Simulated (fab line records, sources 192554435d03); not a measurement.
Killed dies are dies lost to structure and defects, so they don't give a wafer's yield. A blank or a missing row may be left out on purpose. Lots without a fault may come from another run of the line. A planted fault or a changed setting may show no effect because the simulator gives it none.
Chamber matching | flow n5_finfet | N5_DUMMY_GATE_ETCH_23 on rie_si-01: 4 sister chambers
The step etches poly-Si in HBr/Cl2/O2, target depth 41 nm, time 22.3 s. 8 wafers are shown with their chamber, then 9 later ones without.

WAFERS WITH THEIR CHAMBER
wafer  | chamber | drypump_motor_current_A (A) | throttle_valve_pct (%)
L079.2 | 3       | 6.7                         | 36.53
L080.1 | 2       | 6.2                         | 37.19
L086.2 | 1       | 5.4                         | 37.27
L086.3 | 0       | 5.7                         | 36.94
L086.4 | 3       | 6.7                         | 36.51
L089.2 | 0       | 5.8                         | 36.94
L089.4 | 1       | 5.4                         | 37.28
L089.5 | 2       | 6.2                         | 37.19

WAFERS WITHOUT THEIR CHAMBER
wafer  | drypump_motor_current_A (A) | throttle_valve_pct (%)
L091.3 | 5.7                         | 36.94
L091.4 | 6.2                         | 37.16
L091.6 | 5.4                         | 37.26
L093.1 | 6.2                         | 37.18
L093.2 | 5.4                         | 37.28
L093.4 | 6.7                         | 36.52
L094.1 | 6.2                         | 37.18
L094.2 | 5.8                         | 36.93
L094.3 | 6.6                         | 36.52

WHICH CHAMBER EACH WENT THROUGH
wafer  | from the rows above | in truth
L091.3 | 0                   | 0
L091.4 | 2                   | 2
L091.6 | 1                   | 1
L093.1 | 2                   | 2
L093.2 | 1                   | 1
L093.4 | 3                   | 3
L094.1 | 2                   | 2
L094.2 | 0                   | 0
L094.3 | 3                   | 3
Placed correctly: 9 of 9. Can't be placed from these rows: 0. Placed wrongly: 0.
How it was worked out, from the rows above alone: a wafer's distance from a chamber is the root of the sum, over the readings, of the square of ((its reading less the chamber's mean) divided by the reading's scatter). The wafer belongs to the nearest chamber; if the next one is less than 2 further off, it can't be placed. A chamber's mean is the mean of its shown wafers. The scatter: the root of (the sum of the squares of (reading less its chamber's mean) over the shown wafers, divided by (wafers less chambers)).
